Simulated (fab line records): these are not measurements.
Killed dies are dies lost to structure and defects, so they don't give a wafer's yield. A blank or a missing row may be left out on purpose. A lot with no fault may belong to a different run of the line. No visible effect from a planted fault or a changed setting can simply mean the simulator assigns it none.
Which tool was responsible?	flow n5Finfet	19 lots with 57 wafers sampled at 6 steps, on a route of 1938 steps

== WHAT THE GAUGES SHOWED, per wafer ==
N5_SPACER0_INSPECT_04: inspects for defects (darkfield). Usual: rawDefectCount reads 138 (standard deviation 34).
lot	measured	on	rawDefectCount	flag
L074	day 3 00:01	defectInspect-01	106 136 113	
L075	day 3 07:24	defectInspect-01	70 90 138	
L077	day 3 17:26	defectInspect-01	91 182 99	
L078	day 3 22:40	defectInspect-02	145 159 176	
L079	day 4 05:10	defectInspect-01	174 173 159	
L080	day 4 13:11	defectInspect-01	116 127 170	
L082	day 5 01:54	defectInspect-02	234 160 226	
L083	day 5 08:26	defectInspect-01	90 115 115	
L084	day 5 12:31	defectInspect-02	123 217 196	
L085	day 5 21:10	defectInspect-01	126 181 207	
L086	day 6 02:24	defectInspect-01	135 162 151	
L087	day 6 07:42	defectInspect-01	126 147 149	
L088	day 6 11:31	defectInspect-02	129 133 96	
L089	day 6 18:56	defectInspect-01	124 101 156	
L090	day 7 00:10	defectInspect-02	134 178 151	
L092	day 7 12:10	defectInspect-02	113 146 188	
L095	day 8 11:08	defectInspect-02	175 93 200	
L096	day 8 17:11	defectInspect-01	98 154 89	
L097	day 8 23:05	defectInspect-01	110 151 117	

== WHICH TOOL RAN EACH LOT (tool, then ch and the chambers of the sampled wafers, then the start) ==
lot	N5_FIN_CUT_CUT_ETCH_26	N5_DUMMY_GATE_ETCH_29	N5_DUMMY_GATE_ETCH_36	N5_DUMMY_GATE_TRIM_49	N5_DUMMY_GATE_STRIP_48
L074	rieDiel-05 ch 1,3, day 2 02:53	rieDiel-05 ch 0,1,2, day 2 22:15	rieDiel-05 ch 0,1,2, day 2 22:17	rieSi-03 ch 1,2,3, day 2 22:25	rieDiel-05 ch 0,1,2, day 2 23:13
L075	rieDiel-01 ch 0,2,3, day 2 09:34	rieDiel-02 ch 1,2,3, day 3 04:59	rieDiel-02 ch 1,2,3, day 3 05:02	rieSi-03 ch 0,2,3, day 3 05:09	rieDiel-02 ch 0,1,2, day 3 05:53
L077	rieDiel-01 ch 0,1, day 2 20:52	rieDiel-02 ch 0,1,2, day 3 15:44	rieDiel-02 ch 0,1,2, day 3 15:46	rieSi-03 ch 0,3, day 3 15:53	rieDiel-02 ch 1,2, day 3 16:39
L078	rieDiel-05 ch 1,2, day 3 02:54	rieDiel-05 ch 0,1,2, day 3 20:47	rieDiel-05 ch 0,1,2, day 3 20:49	rieSi-01 ch 1,2,3, day 3 20:55	rieDiel-01 ch 2,3, day 3 21:43
L079	rieDiel-05 ch 0,2,3, day 3 08:58	rieDiel-01 ch 2,3, day 4 03:28	rieDiel-01 ch 2,3, day 4 03:31	rieSi-03 ch 1,3, day 4 03:38	rieDiel-02 ch 1,3, day 4 04:22
L080	rieDiel-05 ch 0,2,3, day 3 14:41	rieDiel-05 ch 1,2,3, day 4 11:16	rieDiel-05 ch 1,2,3, day 4 11:19	rieSi-03 ch 0,1,2, day 4 11:26	rieDiel-02 ch 0,1,2, day 4 12:23
L082	rieDiel-01 ch 0,1,3, day 4 03:16	rieDiel-05 ch 0,1, day 4 23:12	rieDiel-05 ch 0,1, day 4 23:14	rieSi-04 ch 1,2,3, day 4 23:22	rieDiel-05 ch 0,1, day 5 00:06
L083	rieDiel-02 ch 1,2,3, day 4 10:40	rieDiel-05 ch 0,1,2, day 5 06:44	rieDiel-05 ch 0,1,2, day 5 06:47	rieSi-01 ch 1,2, day 5 06:54	rieDiel-02 ch 0,1,3, day 5 07:38
L084	rieDiel-01 ch 0,1,2, day 4 15:43	rieDiel-05 ch 0,2,3, day 5 10:34	rieDiel-05 ch 0,2,3, day 5 10:36	rieSi-03 ch 0,3, day 5 10:43	rieDiel-05 ch 0,1,3, day 5 11:44
L085	rieDiel-02 ch 0,1,2, day 4 23:02	rieDiel-05 ch 0,2,3, day 5 19:28	rieDiel-05 ch 0,2,3, day 5 19:30	rieSi-03 ch 0,3, day 5 19:38	rieDiel-05 ch 1,2,3, day 5 20:22
L086	rieDiel-05 ch 0,1,2, day 5 06:25	rieDiel-05 ch 0,1,2, day 6 00:37	rieDiel-05 ch 0,1,2, day 6 00:40	rieSi-03 ch 0,1,3, day 6 00:47	rieDiel-05 ch 1,2,3, day 6 01:37
L087	rieDiel-01 ch 1,3, day 5 11:35	rieDiel-01 ch 0,2,3, day 6 06:01	rieDiel-01 ch 0,2,3, day 6 06:03	rieSi-01 ch 1,3, day 6 06:10	rieDiel-02 ch 1,2,3, day 6 06:55
L088	rieDiel-01 ch 0,3, day 5 15:40	rieDiel-02 ch 0,3, day 6 09:46	rieDiel-02 ch 0,3, day 6 09:49	rieSi-03 ch 2,3, day 6 09:56	rieDiel-05 ch 0,1, day 6 10:43
L089	rieDiel-05 ch 0,1,2, day 5 20:52	rieDiel-02 ch 1,3, day 6 17:02	rieDiel-02 ch 1,3, day 6 17:04	rieSi-04 ch 1,2,3, day 6 17:11	rieDiel-05 ch 0,1,2, day 6 18:08
L090	rieDiel-01 ch 0,2, day 6 03:29	rieDiel-05 ch 0,1,3, day 6 22:24	rieDiel-05 ch 0,1,3, day 6 22:26	rieSi-01 ch 0,1,2, day 6 22:34	rieDiel-02 ch 1,3, day 6 23:23
L092	rieDiel-01 ch 0,1,2, day 6 16:25	rieDiel-05 ch 1,2,3, day 7 10:23	rieDiel-05 ch 1,2,3, day 7 10:25	rieSi-04 ch 0,2,3, day 7 10:32	rieDiel-01 ch 0,1,3, day 7 11:17
L095	rieDiel-05 ch 0,2,3, day 7 09:47	rieDiel-01 ch 0,1,2, day 8 09:26	rieDiel-01 ch 0,1,2, day 8 09:28	rieSi-03 ch 0,2,3, day 8 09:35	rieDiel-01 ch 0,1,3, day 8 10:20
L096	rieDiel-02 ch 0,1, day 7 15:27	rieDiel-01 ch 0,2,3, day 8 13:20	rieDiel-01 ch 0,2,3, day 8 13:22	rieSi-01 ch 0,2,3, day 8 13:29	rieDiel-01 ch 0,2,3, day 8 14:18
L097	rieDiel-02 ch 1,2,3, day 7 20:48	rieDiel-05 ch 1,2,3, day 8 21:22	rieDiel-05 ch 1,2,3, day 8 21:24	rieSi-03 ch 2,3, day 8 21:31	rieDiel-01 ch 0,1, day 8 22:16
- N5_FIN_CUT_CUT_ETCH_26: etches SiNx in CH3F/O2, target depth 39 nm, time 55.7 s.
- N5_DUMMY_GATE_ETCH_29: etches underlayer in N2/H2, target depth 13 nm.
- N5_DUMMY_GATE_ETCH_36: etches SiARC in CF4, target depth 13 nm.
- N5_DUMMY_GATE_TRIM_49: chemistry O2, time 29 s, target cd 14 nm.
- N5_DUMMY_GATE_STRIP_48: strips in N2/H2, time 20 s.

== AS READ BY THE TOOLS THEMSELVES (means over the sampled wafers that have a number; for cases with no such wafer, the mark the record gives instead) ==
N5_FIN_CUT_CUT_ETCH_26. Usual: chamberPressureMTorr 29.999 mTorr, standard deviation 0.028; drypumpMotorCurrentA 5.9 A, standard deviation 0.3; oesProductAu 0.79 a.u., standard deviation 0.098; rfVppV 298.6 V, standard deviation 2.7; showerheadPlenumPTorr 2.03 Torr, standard deviation 0.039; throttleValvePct 16.33 %, standard deviation 0.2.
lot	tool	chamberPressureMTorr (mTorr)	drypumpMotorCurrentA (A)	oesProductAu (a.u.)	rfVppV (V)	showerheadPlenumPTorr (Torr)	throttleValvePct (%)	flag
L074	rieDiel-05	30.014	6.0	0.72	299.0	2.07	16.37	
L075	rieDiel-01	30.002	5.9	0.76	301.3	2.02	16.42	
L077	rieDiel-01	29.994	6.0	0.70	297.2	2.01	16.32	
L078	rieDiel-05	29.995	5.6	0.91	301.3	2.04	16.08	
L079	rieDiel-05	29.982	5.9	0.85	298.1	2.06	16.30	
L080	rieDiel-05	29.993	5.9	0.85	299.4	2.05	16.30	
L082	rieDiel-01	30.006	6.0	0.73	297.6	1.99	16.38	
L083	rieDiel-02	30.008	6.1	0.74	297.7	2.02	16.46	
L084	rieDiel-01	29.983	5.9	0.69	300.0	2.04	16.42	
L085	rieDiel-02	30.012	6.0	0.76	297.0	2.03	16.52	
L086	rieDiel-05	29.984	5.8	0.90	297.7	2.04	16.18	
L087	rieDiel-01	30.023	5.9	0.73	295.9	1.96	16.44	
L088	rieDiel-01	29.999	6.1	0.73	300.3	2.02	16.36	
L089	rieDiel-05	29.967	5.8	0.89	298.1	2.04	16.19	
L090	rieDiel-01	29.978	6.0	0.69	301.3	2.06	16.40	
L092	rieDiel-01	29.984	5.9	0.69	299.9	2.03	16.44	
L095	rieDiel-05	30.000	5.9	0.81	299.2	2.05	16.35	
L096	rieDiel-02	30.026	6.1	0.77	295.9	2.00	16.49	
L097	rieDiel-02	29.985	6.1	0.84	297.9	2.01	16.36	

N5_DUMMY_GATE_ETCH_29. Usual: value, then standard deviation, for each; chamberPressureMTorr 29.999 mTorr / 0.029; drypumpMotorCurrentA 5.87 A / 0.3; n2FlowSccm 200.1 sccm / 0.6; oesProductAu 0.81 a.u. / 0.092; rfVppV 524.9 V / 1.4; showerheadPlenumPTorr 2.58 Torr / 0.044; throttleValvePct 17.86 % / 0.25.
lot	tool	chamberPressureMTorr (mTorr)	drypumpMotorCurrentA (A)	n2FlowSccm (sccm)	oesProductAu (a.u.)	rfVppV (V)	showerheadPlenumPTorr (Torr)	throttleValvePct (%)	flag
L074	rieDiel-05	30.008	5.81	199.9	0.95	525.6	2.60	17.67	
L075	rieDiel-02	30.013	6.13	199.5	0.76	524.0	2.57	17.97	
L077	rieDiel-02	29.998	6.04	200.2	0.78	524.9	2.58	18.03	
L078	rieDiel-05	30.031	5.82	200.1	0.92	524.7	2.60	17.67	
L079	rieDiel-01	29.988	5.60	199.6	0.75	524.7	2.58	18.15	
L080	rieDiel-05	29.988	5.80	200.1	0.84	525.4	2.61	17.68	
L082	rieDiel-05	30.007	5.97	200.3	0.93	525.4	2.59	17.58	
L083	rieDiel-05	29.988	5.82	200.3	0.90	524.8	2.59	17.70	
L084	rieDiel-05	29.988	5.88	200.3	0.83	525.3	2.61	17.87	
L085	rieDiel-05	29.985	5.86	200.1	0.83	525.4	2.61	17.88	
L086	rieDiel-05	30.012	5.81	200.1	0.90	524.5	2.59	17.70	
L087	rieDiel-01	30.004	5.87	199.8	0.73	524.7	2.57	18.02	
L088	rieDiel-02	29.977	5.57	200.6	0.79	524.8	2.56	17.72	
L089	rieDiel-02	29.994	6.13	199.9	0.76	524.6	2.54	18.03	
L090	rieDiel-05	30.004	6.00	200.3	0.84	526.7	2.60	17.78	
L092	rieDiel-05	30.003	5.80	200.2	0.81	525.2	2.60	17.71	
L095	rieDiel-01	30.002	5.92	199.9	0.68	524.1	2.58	17.95	
L096	rieDiel-01	30.001	5.88	200.3	0.72	524.1	2.56	18.05	
L097	rieDiel-05	29.997	5.80	200.6	0.80	525.3	2.60	17.74	

N5_DUMMY_GATE_ETCH_36. Usual: chamberPressureMTorr 40.00 mTorr, standard deviation 0.036; drypumpMotorCurrentA 5.86 A, standard deviation 0.3; oesProductAu 0.81 a.u., standard deviation 0.094; rfVppV 184.5 V, standard deviation 0.88; showerheadPlenumPTorr 2.17 Torr, standard deviation 0.034; throttleValvePct 15.58 %, standard deviation 0.23.
lot	tool	chamberPressureMTorr (mTorr)	drypumpMotorCurrentA (A)	oesProductAu (a.u.)	rfVppV (V)	showerheadPlenumPTorr (Torr)	throttleValvePct (%)	flag
L074	rieDiel-05	40.01	5.80	0.95	184.5	2.19	15.38	
L075	rieDiel-02	40.00	6.11	0.76	183.6	2.17	15.72	
L077	rieDiel-02	40.02	6.02	0.78	184.4	2.18	15.76	
L078	rieDiel-05	40.03	5.82	0.93	184.0	2.18	15.39	
L079	rieDiel-01	40.02	5.58	0.75	184.9	2.17	15.85	
L080	rieDiel-05	40.03	5.78	0.84	183.9	2.19	15.39	
L082	rieDiel-05	39.99	5.97	0.94	184.8	2.19	15.33	
L083	rieDiel-05	39.97	5.82	0.90	185.3	2.18	15.41	
L084	rieDiel-05	40.01	5.88	0.83	184.5	2.19	15.55	
L085	rieDiel-05	40.01	5.87	0.83	183.9	2.19	15.55	
L086	rieDiel-05	40.04	5.81	0.90	184.9	2.18	15.42	
L087	rieDiel-01	39.97	5.87	0.73	184.4	2.16	15.77	
L088	rieDiel-02	40.01	5.59	0.78	184.6	2.16	15.44	
L089	rieDiel-02	40.01	6.12	0.76	184.1	2.14	15.69	
L090	rieDiel-05	39.98	5.99	0.84	185.1	2.19	15.49	
L092	rieDiel-05	40.00	5.79	0.82	184.1	2.18	15.43	
L095	rieDiel-01	40.00	5.92	0.68	184.3	2.18	15.75	
L096	rieDiel-01	40.00	5.86	0.71	184.2	2.16	15.79	
L097	rieDiel-05	39.98	5.78	0.80	185.0	2.18	15.45	

N5_DUMMY_GATE_TRIM_49. Usual: chamberPressureMTorr 60.00 mTorr, standard deviation 0.057; drypumpMotorCurrentA 5.7 A, standard deviation 0.46; oesProductAu 1.004 a.u., standard deviation 0.014; throttleValvePct 8.16 %, standard deviation 0.12.
lot	tool	chamberPressureMTorr (mTorr)	drypumpMotorCurrentA (A)	oesProductAu (a.u.)	throttleValvePct (%)	flag
L074	rieSi-03	59.97	5.7	1.007	8.13	
L075	rieSi-03	59.97	5.7	1.006	8.18	
L077	rieSi-03	60.00	5.9	1.007	8.14	
L078	rieSi-01	59.97	5.5	1.010	8.33	
L079	rieSi-03	60.02	5.8	1.015	8.04	
L080	rieSi-03	60.00	5.4	1.002	8.09	
L082	rieSi-04	60.01	5.8	0.992	8.14	
L083	rieSi-01	60.01	6.0	0.991	8.34	
L084	rieSi-03	60.00	5.9	1.011	8.14	
L085	rieSi-03	60.05	6.1	1.011	8.18	
L086	rieSi-03	59.99	5.8	1.018	8.09	
L087	rieSi-01	60.00	5.8	1.009	8.28	
L088	rieSi-03	60.06	5.6	1.001	8.21	
L089	rieSi-04	59.96	5.8	0.993	8.14	
L090	rieSi-01	59.98	5.9	1.001	8.31	
L092	rieSi-04	60.02	5.7	0.984	8.12	
L095	rieSi-03	59.99	5.7	1.009	8.19	
L096	rieSi-01	59.96	5.4	1.022	8.28	
L097	rieSi-03	60.01	5.6	1.005	8.22	

N5_DUMMY_GATE_STRIP_48. Usual: value, then standard deviation, for each; chamberPressureMTorr 99.99 mTorr / 0.11; drypumpMotorCurrentA 5.9 A / 0.33; n2FlowSccm 300.0 sccm / 0.89; oesProductAu 0.79 a.u. / 0.089; rfVppV 45.4 V / 0.9; showerheadPlenumPTorr 3.42 Torr / 0.056; throttleValvePct 12.19 % / 0.26.
lot	tool	chamberPressureMTorr (mTorr)	drypumpMotorCurrentA (A)	n2FlowSccm (sccm)	oesProductAu (a.u.)	rfVppV (V)	showerheadPlenumPTorr (Torr)	throttleValvePct (%)	flag
L074	rieDiel-05	100.01	5.8	300.4	0.95	45.3	3.45	11.89	
L075	rieDiel-02	99.97	6.1	300.5	0.78	46.2	3.43	12.33	
L077	rieDiel-02	100.00	6.4	300.3	0.75	46.1	3.41	12.48	
L078	rieDiel-01	99.91	5.6	299.2	0.74	45.7	3.43	12.44	
L079	rieDiel-02	100.02	6.1	300.5	0.77	45.9	3.39	12.29	
L080	rieDiel-02	99.98	6.1	299.9	0.77	44.5	3.43	12.35	
L082	rieDiel-05	100.08	6.0	299.8	0.93	46.5	3.44	11.83	
L083	rieDiel-02	100.04	5.8	300.9	0.78	45.7	3.40	12.17	
L084	rieDiel-05	99.97	6.0	300.1	0.85	45.1	3.46	12.04	
L085	rieDiel-05	100.02	5.8	299.5	0.83	45.8	3.46	11.99	
L086	rieDiel-05	99.98	5.8	300.4	0.83	45.2	3.45	12.00	
L087	rieDiel-02	100.07	6.1	300.7	0.73	44.5	3.41	12.37	
L088	rieDiel-05	100.04	6.0	299.8	0.90	45.3	3.44	11.99	
L089	rieDiel-05	100.02	5.8	300.8	0.87	45.9	3.43	11.95	
L090	rieDiel-02	100.03	6.2	299.6	0.75	45.0	3.38	12.34	
L092	rieDiel-01	99.95	6.0	300.0	0.71	45.4	3.36	12.31	
L095	rieDiel-01	100.00	6.0	300.0	0.71	45.5	3.35	12.32	
L096	rieDiel-01	100.03	5.9	300.4	0.71	45.8	3.40	12.42	
L097	rieDiel-01	100.01	6.2	299.5	0.67	45.6	3.41	12.27	

== THE ANSWER, worked out from the rows above alone ==
Rule: a lot is off if the mean of its wafers that have a number lies more than 3 standard deviations from the usual mean. Also off: a lot with no number at a reading for which 4 or more lots have one. All remaining lots with rows at the step are treated as sound. Order of review: gauges by route order, followed by the tools' own readings, for which a lot's mean as printed above is used. The first step at which some lot is off is used, and at that step the reading that is off furthest; a lot without a number counts as furthest.
None of the lots is off at any reading shown; this tells nothing.

== WHAT HAD BEEN PUT IN BY THE SIMULATOR ==
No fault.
